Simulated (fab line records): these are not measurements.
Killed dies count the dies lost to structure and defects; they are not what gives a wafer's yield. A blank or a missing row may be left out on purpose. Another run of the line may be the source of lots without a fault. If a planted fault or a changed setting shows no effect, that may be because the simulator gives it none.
Chamber matching :: flow n5Finfet :: 3 sister chambers for N5_HKMG_FIN_ALD_21 on aldMetal-04
The step deposits TiN, target thk 1.5 nm, pulse time 1 s, purge time 3 s. 18 wafers are shown with their chamber, then 5 later ones without.

== EACH WAFER AND ITS CHAMBER ==
wafer: L074.2
chamber: 3
heaterPowerW (W): 758
precursorPulseHeightRel: 1.030
susceptorTempC (C): 399.76

wafer: L074.3
chamber: 2
heaterPowerW (W): 843
precursorPulseHeightRel: 0.988
susceptorTempC (C): 400.28

wafer: L074.4
chamber: 3
heaterPowerW (W): 745
precursorPulseHeightRel: 1.061
susceptorTempC (C): 399.83

wafer: L076.2
chamber: 0
heaterPowerW (W): 788
precursorPulseHeightRel: 0.961
susceptorTempC (C): 400.01

wafer: L076.5
chamber: 2
heaterPowerW (W): 849
precursorPulseHeightRel: 1.002
susceptorTempC (C): 400.25

wafer: L076.6
chamber: 0
heaterPowerW (W): 759
precursorPulseHeightRel: 1.017
susceptorTempC (C): 400.16

wafer: L078.1
chamber: 2
heaterPowerW (W): 864
precursorPulseHeightRel: 1.032
susceptorTempC (C): 400.00

wafer: L078.3
chamber: 3
heaterPowerW (W): 748
precursorPulseHeightRel: 0.997
susceptorTempC (C): 400.10

wafer: L078.6
chamber: 2
heaterPowerW (W): 859
precursorPulseHeightRel: 0.979
susceptorTempC (C): 399.57

wafer: L079.3
chamber: 3
heaterPowerW (W): 735
precursorPulseHeightRel: 0.997
susceptorTempC (C): 400.25

wafer: L079.5
chamber: 0
heaterPowerW (W): 776
precursorPulseHeightRel: 0.988
susceptorTempC (C): 399.78

wafer: L079.6
chamber: 2
heaterPowerW (W): 867
precursorPulseHeightRel: 0.986
susceptorTempC (C): 400.00

wafer: L080.1
chamber: 2
heaterPowerW (W): 857
precursorPulseHeightRel: 1.030
susceptorTempC (C): 400.27

wafer: L080.4
chamber: 3
heaterPowerW (W): 758
precursorPulseHeightRel: 0.984
susceptorTempC (C): 400.11

wafer: L080.5
chamber: 2
heaterPowerW (W): 860
precursorPulseHeightRel: 1.020
susceptorTempC (C): 400.03

wafer: L081.2
chamber: 0
heaterPowerW (W): 760
precursorPulseHeightRel: 0.972
susceptorTempC (C): 400.09

wafer: L081.4
chamber: 2
heaterPowerW (W): 845
precursorPulseHeightRel: 0.998
susceptorTempC (C): 400.32

wafer: L081.6
chamber: 0
heaterPowerW (W): 790
precursorPulseHeightRel: 1.004
susceptorTempC (C): 399.86

SIGNATURES (averages over the wafers above)
reading: heaterPowerW
chamber 0: 774.60
chamber 2: 855.50
chamber 3: 748.80
scatter within a chamber: 10.9

reading: precursorPulseHeightRel
chamber 0: 0.98840
chamber 2: 1.00438
chamber 3: 1.01380
scatter within a chamber: 0.0245

reading: susceptorTempC
chamber 0: 399.9800
chamber 2: 400.0900
chamber 3: 400.0100
scatter within a chamber: 0.217
Rule: distance of a wafer from a chamber = root of the sum over the readings of ((wafer's reading minus chamber's mean) / reading's scatter) squared. If the next closest chamber is less than 2 further off than the closest, the wafer can't be placed; otherwise it belongs to the closest. The scatter: take each reading less its chamber's mean, square it, sum over the shown wafers, divide by the number of wafers less the number of chambers, and take the root.

== WAFERS WHOSE CHAMBER IS MISSING ==
wafer: L088.1
heaterPowerW (W): 858
precursorPulseHeightRel: 0.985
susceptorTempC (C): 399.90

wafer: L088.2
heaterPowerW (W): 761
precursorPulseHeightRel: 0.998
susceptorTempC (C): 399.93

wafer: L092.4
heaterPowerW (W): 783
precursorPulseHeightRel: 0.983
susceptorTempC (C): 399.88

wafer: L096.3
heaterPowerW (W): 844
precursorPulseHeightRel: 0.997
susceptorTempC (C): 400.46

wafer: L096.4
heaterPowerW (W): 780
precursorPulseHeightRel: 0.973
susceptorTempC (C): 400.44

== WHICH CHAMBER EACH WENT THROUGH ==
wafer: L088.1
from the rows above: 2
in truth: 2

wafer: L088.2
from the rows above: can't be placed: 0 or 3
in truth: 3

wafer: L092.4
from the rows above: 0
in truth: 0

wafer: L096.3
from the rows above: 2
in truth: 2

wafer: L096.4
from the rows above: can't be placed: 0 or 3
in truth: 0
Correct placement for 3 of the 5. Can't be placed from these rows: 2 (the true chamber is among the candidates in 2). 0 placed wrongly.
